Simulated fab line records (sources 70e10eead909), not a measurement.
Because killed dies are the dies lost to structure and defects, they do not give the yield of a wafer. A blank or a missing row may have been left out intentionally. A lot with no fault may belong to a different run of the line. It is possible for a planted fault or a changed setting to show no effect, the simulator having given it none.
fab line records	flow nand_harc	part 1 of 2: steps 1 to 4 of 6
[record] lots = 21	wafers = 63	last_day = 24
route steps=1159 shown A_STAIRCASE@583
lots untouched by any fault: they come from a run of this same line in which no faults occurred
start_h: hours from the record's opening day to when the first of the lot's shown wafers began	wait_h: hours from the lot's prior step to this one	" the same as in the row above	L1.1+2: a row that stands for several wafers	- no value, or no start given	* or withheld: withheld	< > ~ a bound
route shown NAME@n: a module of which the file shows steps, and the number in the route of the first	usual: average and standard deviation across the fault-free wafers	same: alike in all rows	chamber/n: place in a boat	sites: the reading at each site	_std_site: standard deviation across them	_edge_site: inner sites' mean taken away from outer sites' mean	radius_mm: for every site, how far away it sits from the centre of the wafer	mask NAME#n: copy n	behind: the most recent tool/chamber to have shaped the wafer	hold: why the lot went on hold/how many hours it stayed there/how the hold came to an end	device: names the non-switching transistor (n, p or np)	end of line: the tests these same wafers got at the end of their route	a step without rows: its recipe alone	killed: dies that structure and defects cost at the first sort, which is not the same as the wafer's yield	map: per-die view of a wafer (x killed, . not killed, _ where there is no die)
set.NAME: setting as actually run; set.NAME@STEP: the setting as run at that earlier step	model.NAME: the simulator's own value behind a step, which no gauge read
route steps across a sampled set of lots; one table per step, one row per wafer
services: a tool's chamber out of use, with start hour (start_h, from the record's first day; less than 0 if before it), hours out, and reason
[[steps]]
[step NHARC_A_STAIRCASE_TRIM_189]
[recipe] time_s = 211.2	o2_flow_sccm = 500	ar_flow_sccm = 0	bias_w = 0	chemistry = O2
[usual] drypump_motor_current_A = 5.7/0.34	o2_flow_sccm = 500.1/1.5	oes_product_au = 0.999/0.0069	rf_vpp_V = 57.9/0.95	showerhead_plenum_p_Torr = 3.53/0.16	throttle_valve_pct = 17.036/0.009
lot.wafer	tool	chamber	start_h	wait_h	drypump_motor_current_A	o2_flow_sccm	oes_product_au	rf_hours_counter_h	rf_vpp_V	showerhead_plenum_p_Torr	throttle_valve_pct
L074.6	rie_diel-03	3	-	-	6.1	503.4	1.001	-	59.1	3.63	17.041
L074.5	"	1	"	"	5.8	499.9	0.993	-	57.4	3.77	17.031
L074.4	"	2	"	"	5.8	501.9	1.001	-	57.4	3.60	17.038
L076.1	rie_diel-07	1	-	-	5.6	501.5	1.001	5	56.4	3.33	17.041
L076.2	"	2	"	"	6.1	497.2	0.997	5	55.8	3.37	17.049
L076.6	"	0	"	"	6.3	503.2	0.993	-	56.7	3.81	17.027
L075.4	rie_diel-02	3	-	-	5.0	499.3	0.993	34	56.9	3.38	17.033
L075.2	"	0	"	"	5.9	499.1	0.997	36	57.3	3.46	17.042
L075.6	"	3	"	"	5.0	498.5	0.998	-	57.3	3.38	17.038
L077.2	rie_diel-02	0	-	-	5.9	504.2	0.995	36	55.7	3.46	17.032
L077.1	"	1	"	"	5.4	499.6	1.000	35	57.0	3.33	17.054
L077.5	"	3	"	"	5.0	498.0	0.998	-	57.4	3.38	17.025
L079.3	rie_diel-02	0	-	-	5.9	499.6	1.001	39	58.1	3.45	17.039
L079.1	"	1	"	"	5.4	502.1	1.021	40	56.7	3.33	17.042
L079.6	"	0	"	"	5.9	501.7	1.006	-	57.3	3.45	17.029
L080.3	rie_diel-03	0	-	-	5.5	500.1	1.005	11	57.5	3.60	17.043
L080.2	"	3	"	"	6.1	502.3	1.000	15	58.5	3.63	17.027
L080.6	"	0	"	"	5.5	501.2	1.008	-	58.1	3.60	17.043
L078.3	rie_diel-03	3	-	-	6.1	500.2	1.000	17	58.4	3.63	17.025
L078.4	"	0	"	"	5.5	496.7	1.005	13	58.2	3.60	17.029
L078.2	"	1	"	"	5.8	498.9	0.995	16	58.0	3.77	17.032
L081.3	rie_diel-03	1	-	-	5.8	501.3	1.009	23	57.2	3.76	17.017
L081.2	"	3	"	"	6.0	496.5	0.998	23	58.3	3.62	17.028
L081.4	"	0	"	"	5.5	499.7	0.996	20	59.2	3.59	17.034
L083.2	rie_diel-02	3	-	-	5.0	502.5	1.001	49	56.8	3.38	17.039
L083.1	"	0	"	"	5.9	500.1	1.000	51	57.7	3.45	17.045
L083.5	"	3	"	"	5.0	499.5	0.996	-	56.8	3.38	17.033
L084.3	rie_diel-02	1	-	-	5.4	499.9	1.012	55	56.7	3.32	17.046
L084.6	"	0	"	"	5.9	500.1	1.010	-	57.5	3.45	17.038
L084.5	"	1	"	"	5.4	500.1	1.003	-	56.5	3.32	17.049
L085.4	rie_diel-03	3	-	-	6.1	500.3	1.014	33	56.9	3.62	17.048
L085.1	"	0	"	"	5.5	500.6	0.999	31	57.7	3.59	17.032
L085.6	"	3	"	"	6.1	501.9	1.012	-	58.8	3.62	17.035
L086.2	rie_diel-03	3	-	-	6.1	499.0	1.006	36	58.5	3.62	17.024
L086.1	"	1	"	"	5.8	502.7	0.989	36	57.7	3.76	17.047
L086.4	"	2	"	"	5.8	501.6	1.003	35	59.0	3.59	17.054
L088.4	rie_diel-07	1	-	-	5.6	498.4	0.998	26	56.8	3.32	17.041
L088.2	"	3	"	"	5.7	499.9	1.000	26	57.6	3.60	17.037
L088.5	"	1	"	"	5.5	499.1	0.999	-	58.1	3.32	17.038
L089.1	rie_diel-07	1	-	-	5.6	502.3	0.989	32	58.1	3.32	17.047
L089.4	"	3	"	"	5.7	499.7	1.002	29	57.9	3.60	17.038
L089.5	"	1	"	"	5.6	500.5	0.995	-	58.1	3.32	17.028
L092.3	rie_diel-07	1	-	-	5.6	499.1	0.993	36	57.3	3.31	17.035
L092.2	"	3	"	"	5.7	501.5	0.991	33	57.0	3.60	17.031
L092.6	"	0	"	"	6.2	501.4	0.998	-	58.6	3.79	17.038
L091.4	rie_diel-07	3	-	-	5.7	500.4	0.997	33	58.5	3.60	17.036
L091.6	"	3	"	"	5.7	497.5	0.997	-	57.2	3.60	17.022
L091.5	"	0	"	"	6.3	498.7	0.996	-	58.4	3.79	17.025
L094.4	rie_diel-02	0	-	-	5.9	500.1	1.001	9	57.8	3.44	17.034
L094.2	"	1	"	"	5.4	498.5	1.006	8	57.0	3.31	17.039
L094.3	"	2	"	"	5.4	501.9	0.997	7	56.4	3.31	17.044
L095.1	rie_diel-03	0	-	-	5.5	501.8	0.992	51	57.7	3.58	17.035
L095.3	"	1	"	"	5.8	499.5	0.996	52	58.3	3.75	17.037
L095.2	"	3	"	"	6.1	500.2	0.995	54	57.7	3.61	17.037
L093.3	rie_diel-03	3	-	-	6.0	500.5	1.008	58	59.1	3.60	17.042
L093.1	"	1	"	"	5.8	499.1	0.993	59	59.3	3.74	17.039
L093.4	"	3	"	"	6.1	498.3	0.997	-	57.7	3.60	17.038
L096.2	rie_diel-02	3	-	-	5.0	496.5	0.992	12	56.8	3.36	17.051
L096.6	"	0	"	"	5.9	500.6	0.991	-	57.5	3.43	17.036
L096.5	"	1	"	"	5.4	500.8	1.002	-	58.7	3.31	17.045
L097.3	rie_diel-03	1	-	-	5.8	500.1	0.997	64	56.5	3.74	17.023
L097.1	"	3	"	"	6.1	499.6	1.009	65	60.0	3.60	17.039
L097.5	"	0	"	"	5.5	500.2	0.989	-	58.0	3.57	17.030
[step NHARC_A_STAIRCASE_TRIM_191]
[recipe] time_s = 211.2	o2_flow_sccm = 500	ar_flow_sccm = 0	bias_w = 0	chemistry = O2
[usual] drypump_motor_current_A = 5.7/0.33	o2_flow_sccm = 499.9/1.6	oes_product_au = 0.999/0.0073	rf_vpp_V = 57.8/0.87	showerhead_plenum_p_Torr = 3.53/0.17	throttle_valve_pct = 17.036/0.0087
lot.wafer	tool	chamber	start_h	wait_h	drypump_motor_current_A	o2_flow_sccm	oes_product_au	rf_hours_counter_h	rf_vpp_V	showerhead_plenum_p_Torr	throttle_valve_pct
L074.5	rie_diel-03	3	-	-	6.0	499.0	1.000	-	59.9	3.63	17.026
L074.6	"	1	"	"	5.8	502.3	0.996	-	57.4	3.77	17.039
L074.4	"	2	"	"	5.8	501.5	1.005	-	58.1	3.60	17.033
L076.1	rie_diel-07	3	-	-	5.7	499.8	1.005	4	58.1	3.62	17.023
L076.2	"	1	"	"	5.6	500.5	0.999	5	57.2	3.33	17.030
L076.6	"	3	"	"	5.7	499.8	0.999	-	58.0	3.62	17.033
L075.2	rie_diel-02	2	-	-	5.4	497.2	0.991	34	57.5	3.33	17.025
L075.4	"	0	"	"	5.9	498.0	1.003	36	58.4	3.46	17.016
L075.6	"	2	"	"	5.3	499.2	0.991	-	59.0	3.33	17.054
L077.2	rie_diel-02	0	-	-	5.9	496.7	0.999	37	58.1	3.46	17.042
L077.1	"	2	"	"	5.4	497.0	1.010	36	57.3	3.33	17.033
L077.5	"	1	"	"	5.4	499.7	1.011	-	58.2	3.33	17.036
L079.3	rie_diel-02	3	-	-	5.0	499.2	0.999	38	58.5	3.38	17.050
L079.1	"	1	"	"	5.4	500.9	1.014	40	57.8	3.33	17.023
L079.6	"	3	"	"	5.0	497.6	1.004	-	56.1	3.38	17.031
L080.3	rie_diel-03	1	-	-	5.8	501.8	0.980	14	57.6	3.77	17.022
L080.2	"	0	"	"	5.5	500.8	1.001	11	58.1	3.60	17.043
L080.6	"	1	"	"	5.8	500.9	0.988	-	60.4	3.77	17.030
L078.3	rie_diel-03	3	-	-	6.1	499.0	0.997	17	58.2	3.63	17.043
L078.4	"	0	"	"	5.5	496.3	1.004	13	57.7	3.60	17.031
L078.2	"	1	"	"	5.8	498.1	0.989	16	57.4	3.77	17.034
L081.4	rie_diel-03	0	-	-	5.5	499.8	1.013	20	57.6	3.59	17.052
L081.2	"	2	"	"	5.7	500.2	1.002	23	58.9	3.59	17.037
L081.3	"	3	"	"	6.1	501.8	1.008	23	57.8	3.62	17.017
L083.2	rie_diel-02	1	-	-	5.4	498.6	1.005	52	57.6	3.32	17.028
L083.1	"	3	"	"	5.0	499.8	0.991	50	57.9	3.38	17.043
L083.5	"	2	"	"	5.4	498.4	1.001	-	56.3	3.32	17.032
L084.3	rie_diel-02	3	-	-	5.0	499.4	1.001	55	56.1	3.37	17.045
L084.6	"	2	"	"	5.3	497.6	0.996	-	58.2	3.32	17.033
L084.5	"	3	"	"	5.0	500.8	0.997	-	57.4	3.37	17.030
L085.1	rie_diel-03	0	-	-	5.5	502.1	1.002	31	56.9	3.59	17.022
L085.4	"	2	"	"	5.8	497.3	1.009	33	57.0	3.59	17.031
L085.6	"	0	"	"	5.5	499.4	0.994	-	57.2	3.59	17.034
L086.2	rie_diel-03	0	-	-	5.5	502.6	0.982	34	58.9	3.59	17.039
L086.4	"	2	"	"	5.7	498.4	1.005	35	58.0	3.59	17.025
L086.1	"	3	"	"	6.1	499.1	0.997	36	55.8	3.62	17.036
L088.2	rie_diel-07	0	-	-	6.3	500.3	1.007	24	58.2	3.79	17.026
L088.4	"	2	"	"	6.1	497.7	0.991	28	55.7	3.35	17.022
L088.5	"	1	"	"	5.6	501.2	0.996	-	58.0	3.32	17.029
L089.4	rie_diel-07	1	-	-	5.6	500.7	1.001	33	57.2	3.32	17.033
L089.1	"	3	"	"	5.7	499.6	0.998	29	58.5	3.60	17.020
L089.5	"	2	"	"	6.1	499.8	1.010	-	56.8	3.35	17.030
L092.2	rie_diel-07	0	-	-	6.3	500.6	0.999	34	57.5	3.79	17.026
L092.3	"	2	"	"	6.0	497.5	0.992	37	57.6	3.35	17.028
L092.6	"	3	"	"	5.7	500.2	0.994	-	56.8	3.60	17.037
L091.4	rie_diel-07	1	-	-	5.6	499.7	1.001	37	56.6	3.31	17.040
L091.6	"	1	"	"	5.6	500.5	0.997	-	58.3	3.31	17.030
L091.5	"	2	"	"	6.0	500.1	1.008	-	57.1	3.35	17.047
L094.3	rie_diel-02	0	-	-	5.9	501.9	1.000	9	56.9	3.44	17.025
L094.2	"	1	"	"	5.4	500.9	1.000	8	55.5	3.31	17.040
L094.4	"	2	"	"	5.4	498.0	0.990	7	57.3	3.31	17.027
L095.1	rie_diel-03	0	-	-	5.5	499.0	0.997	51	57.3	3.58	17.039
L095.2	"	1	"	"	5.8	497.3	1.000	53	58.2	3.74	17.032
L095.3	"	3	"	"	6.1	499.4	1.004	54	59.1	3.61	17.045
L093.1	rie_diel-03	3	-	-	6.1	501.8	1.001	58	58.0	3.60	17.032
L093.3	"	1	"	"	5.8	497.1	0.993	59	58.0	3.74	17.032
L093.4	"	2	"	"	5.7	501.2	0.998	-	58.0	3.58	17.034
L096.2	rie_diel-02	1	-	-	5.4	502.1	0.995	14	58.4	3.31	17.024
L096.6	"	2	"	"	5.3	501.4	0.993	-	57.1	3.31	17.048
L096.5	"	3	"	"	5.0	497.4	0.997	-	56.4	3.36	17.039
L097.1	rie_diel-03	3	-	-	6.1	500.9	1.006	65	59.4	3.60	17.036
L097.3	"	0	"	"	5.5	503.4	0.995	62	57.5	3.57	17.032
L097.5	"	2	"	"	5.8	500.1	1.021	-	56.7	3.57	17.031
[step NHARC_A_STAIRCASE_TRIM_200]
[recipe] time_s = 211.2	o2_flow_sccm = 500	ar_flow_sccm = 0	bias_w = 0	chemistry = O2
[usual] drypump_motor_current_A = 5.7/0.36	o2_flow_sccm = 500.0/1.4	oes_product_au = 1.001/0.007	rf_vpp_V = 57.6/0.81	showerhead_plenum_p_Torr = 3.49/0.17	throttle_valve_pct = 17.036/0.01
lot.wafer	tool	chamber	start_h	wait_h	drypump_motor_current_A	o2_flow_sccm	oes_product_au	rf_hours_counter_h	rf_vpp_V	showerhead_plenum_p_Torr	throttle_valve_pct
L074.4	rie_diel-03	0	-	-	5.5	498.3	1.010	0	57.9	3.60	17.025
L074.6	"	3	"	"	6.1	501.0	1.010	-	58.2	3.63	17.050
L074.5	"	0	"	"	5.5	499.9	0.999	-	58.9	3.60	17.035
L076.2	rie_diel-03	1	-	-	5.8	498.7	0.996	11	58.1	3.77	17.037
L076.1	"	0	"	"	5.5	499.1	0.999	9	57.3	3.60	17.048
L076.6	"	2	"	"	5.7	498.0	0.998	-	58.6	3.60	17.040
L075.2	rie_diel-07	0	-	-	6.3	498.0	1.003	5	58.1	3.81	17.032
L075.4	"	1	"	"	5.6	500.0	0.998	7	56.2	3.33	17.040
L075.6	"	1	"	"	5.6	499.0	0.997	-	58.9	3.33	17.019
L077.1	rie_diel-02	1	-	-	5.4	500.8	1.005	38	56.5	3.33	17.037
L077.2	"	3	"	"	5.0	501.2	1.007	36	57.6	3.38	17.024
L077.5	"	1	"	"	5.4	499.7	1.011	-	58.0	3.33	17.039
L079.3	rie_diel-02	1	-	-	5.4	502.2	1.000	40	57.9	3.33	17.063
L079.1	"	0	"	"	5.9	499.7	1.016	40	58.1	3.45	17.051
L079.6	"	3	"	"	5.0	501.7	1.000	-	57.6	3.38	17.048
L080.2	rie_diel-07	3	-	-	5.7	501.3	1.002	7	57.1	3.61	17.029
L080.3	"	0	"	"	6.3	499.1	0.991	7	58.2	3.80	17.029
L080.6	"	3	"	"	5.7	499.5	1.004	-	57.1	3.61	17.039
L078.3	rie_diel-02	1	-	-	5.4	497.1	1.005	43	57.4	3.33	17.032
L078.2	"	3	"	"	5.0	500.4	0.995	41	56.5	3.38	17.039
L078.4	"	0	"	"	5.9	500.2	1.009	-	59.1	3.45	17.031
L081.3	rie_diel-03	1	-	-	5.8	498.0	1.000	23	58.7	3.76	17.028
L081.4	"	2	"	"	5.8	500.5	1.002	23	58.3	3.59	17.059
L081.2	"	0	"	"	5.5	502.1	1.002	21	57.7	3.59	17.044
L083.2	rie_diel-02	3	-	-	5.0	499.9	1.001	50	55.8	3.38	17.042
L083.1	"	2	"	"	5.4	498.7	0.991	45	57.3	3.32	17.020
L083.5	"	3	"	"	5.0	500.8	0.985	-	57.8	3.38	17.020
L084.3	rie_diel-02	3	-	-	5.0	498.3	1.001	55	57.2	3.37	17.033
L084.6	"	1	"	"	5.4	501.7	1.011	-	58.2	3.32	17.035
L084.5	"	2	"	"	5.4	500.4	1.000	-	57.7	3.32	17.039
L085.1	rie_diel-02	0	-	-	5.9	499.2	1.003	57	57.3	3.44	17.013
L085.4	"	2	"	"	5.4	501.0	0.997	52	57.5	3.32	17.034
L085.6	"	0	"	"	5.9	501.0	1.010	-	58.5	3.44	17.047
L086.4	rie_diel-03	1	-	-	5.8	501.8	0.993	37	58.8	3.75	17.042
L086.1	"	3	"	"	6.1	500.9	0.992	37	57.6	3.61	17.044
L086.2	"	0	"	"	5.5	500.1	1.003	36	58.3	3.58	17.026
L088.4	rie_diel-07	3	-	-	5.7	499.4	1.008	27	57.4	3.60	17.048
L088.2	"	0	"	"	6.3	499.2	1.003	24	57.7	3.79	17.020
L088.5	"	2	"	"	6.0	502.3	1.013	-	57.9	3.35	17.037
L089.1	rie_diel-03	1	-	-	5.8	502.0	0.992	46	58.7	3.75	17.051
L089.4	"	0	"	"	5.5	499.6	0.990	44	57.5	3.58	17.048
L089.5	"	2	"	"	5.7	499.6	1.012	-	57.3	3.58	17.044
L092.3	rie_diel-02	1	-	-	5.4	503.5	0.999	4	57.2	3.31	17.033
L092.2	"	2	"	"	5.4	502.1	0.992	3	57.0	3.31	17.033
L092.6	"	1	"	"	5.4	501.9	1.002	-	56.5	3.31	17.042
L091.4	rie_diel-07	1	-	-	5.6	501.4	0.990	-	57.2	3.31	17.047
L091.6	"	2	"	"	6.0	500.0	0.994	-	58.9	3.35	17.039
L091.5	"	0	"	"	6.3	501.4	0.997	-	59.0	3.79	17.040
L094.4	rie_diel-07	0	-	-	6.3	499.1	1.010	38	57.4	3.79	17.032
L094.3	"	1	"	"	5.6	501.2	1.010	40	59.0	3.31	17.037
L094.2	"	2	"	"	6.1	500.8	1.007	41	57.3	3.35	17.049
L095.3	rie_diel-07	0	-	-	6.2	499.0	1.009	39	58.0	3.79	17.022
L095.2	"	2	"	"	6.0	500.9	1.018	42	57.1	3.35	17.031
L095.1	"	3	"	"	5.7	503.2	0.999	35	57.3	3.60	17.042
L093.3	rie_diel-03	3	-	-	6.1	499.1	0.995	59	57.8	3.60	17.032
L093.1	"	1	"	"	5.8	498.5	0.994	59	57.8	3.74	17.017
L093.4	"	3	"	"	6.1	497.4	1.003	-	57.1	3.60	17.024
L096.2	rie_diel-02	2	-	-	5.4	500.4	0.992	13	56.7	3.31	17.043
L096.6	"	3	"	"	5.0	498.9	1.002	-	58.2	3.36	17.012
L096.5	"	0	"	"	5.9	494.6	0.993	-	56.8	3.43	17.016
L097.3	rie_diel-02	3	-	-	5.0	500.3	1.003	16	58.1	3.36	17.030
L097.1	"	2	"	"	5.4	500.6	0.999	15	58.2	3.31	17.037
L097.5	"	3	"	"	5.0	499.0	0.993	-	57.8	3.36	17.052
[step NHARC_A_STAIRCASE_ETCH_201]
[recipe] target_depth_a = 1000	time_s = 40.5	ion_energy_ev = 400	c4f8_flow_sccm = 20	o2_flow_sccm = 10	ar_flow_sccm = withheld	rf_w = 600	bias_w = 1000	chemistry = C4F8/O2
[usual] oes_product_au = 0.945/0.015	rf_vpp_V = 895/6
lot.wafer	tool	chamber	start_h	wait_h	oes_product_au	rf_hours_counter_h	rf_vpp_V
L074.4	rie_diel-03	1	-	-	0.938	4	905
L074.6	"	3	"	"	0.943	-	901
L074.5	"	0	"	"	0.933	-	898
L076.2	rie_diel-03	1	-	-	0.928	11	905
L076.1	"	2	"	"	0.934	12	898
L076.6	"	1	"	"	0.934	-	905
L075.4	rie_diel-07	0	-	-	0.949	5	907
L075.2	"	2	"	"	0.962	6	891
L075.6	"	0	"	"	0.949	-	906
L077.2	rie_diel-02	3	-	-	0.931	36	893
L077.1	"	1	"	"	0.949	38	888
L077.5	"	2	"	"	0.930	-	889
L079.1	rie_diel-02	3	-	-	0.931	38	890
L079.3	"	1	"	"	0.952	41	887
L079.6	"	3	"	"	0.934	-	891
L080.3	rie_diel-07	0	-	-	0.950	7	906
L080.2	"	3	"	"	0.946	7	899
L080.6	"	1	"	"	0.954	-	889
L078.2	rie_diel-02	0	-	-	0.947	43	893
L078.3	"	1	"	"	0.949	43	888
L078.4	"	0	"	"	0.947	-	892
L081.4	rie_diel-03	1	-	-	0.950	23	905
L081.3	"	2	"	"	0.939	23	897
L081.2	"	3	"	"	0.956	23	900
L083.2	rie_diel-02	0	-	-	0.943	51	893
L083.1	"	2	"	"	0.957	45	891
L083.5	"	0	"	"	0.942	-	893
L084.3	rie_diel-02	0	-	-	0.964	55	891
L084.6	"	2	"	"	0.939	-	890
L084.5	"	3	"	"	0.946	-	890
L085.1	rie_diel-02	2	-	-	0.941	52	889
L085.4	"	3	"	"	0.949	57	890
L085.6	"	1	"	"	0.945	-	888
L086.4	rie_diel-03	0	-	-	0.946	36	896
L086.1	"	1	"	"	0.928	37	902
L086.2	"	2	"	"	0.933	36	898
L088.2	rie_diel-07	3	-	-	0.948	27	899
L088.4	"	0	"	"	0.955	24	905
L088.5	"	3	"	"	0.945	-	898
L089.4	rie_diel-03	2	-	-	0.924	46	898
L089.1	"	3	"	"	0.920	47	900
L089.5	"	0	"	"	0.921	-	897
L092.3	rie_diel-02	0	-	-	0.948	4	893
L092.2	"	2	"	"	0.947	4	888
L092.6	"	1	"	"	0.954	-	889
L091.4	rie_diel-02	3	349.56	-	0.997	4	890
L091.6	"	2	"	"	0.992	-	887
L091.5	"	3	"	"	0.998	-	890
L094.3	rie_diel-07	0	-	-	0.929	38	907
L094.4	"	1	"	"	0.924	40	888
L094.2	"	2	"	"	0.939	41	890
L095.1	rie_diel-07	3	-	-	0.961	35	898
L095.3	"	0	"	"	0.952	39	903
L095.2	"	1	"	"	0.952	41	887
L093.1	rie_diel-03	3	-	-	0.938	59	900
L093.3	"	1	"	"	0.941	59	904
L093.4	"	1	"	"	0.937	-	905
L096.2	rie_diel-02	0	-	-	0.921	16	891
L096.5	"	0	"	"	0.923	-	893
L096.6	"	1	"	"	0.939	-	888
L097.1	rie_diel-02	0	-	-	0.940	19	893
L097.3	"	3	"	"	0.942	17	890
L097.5	"	0	"	"	0.938	-	891
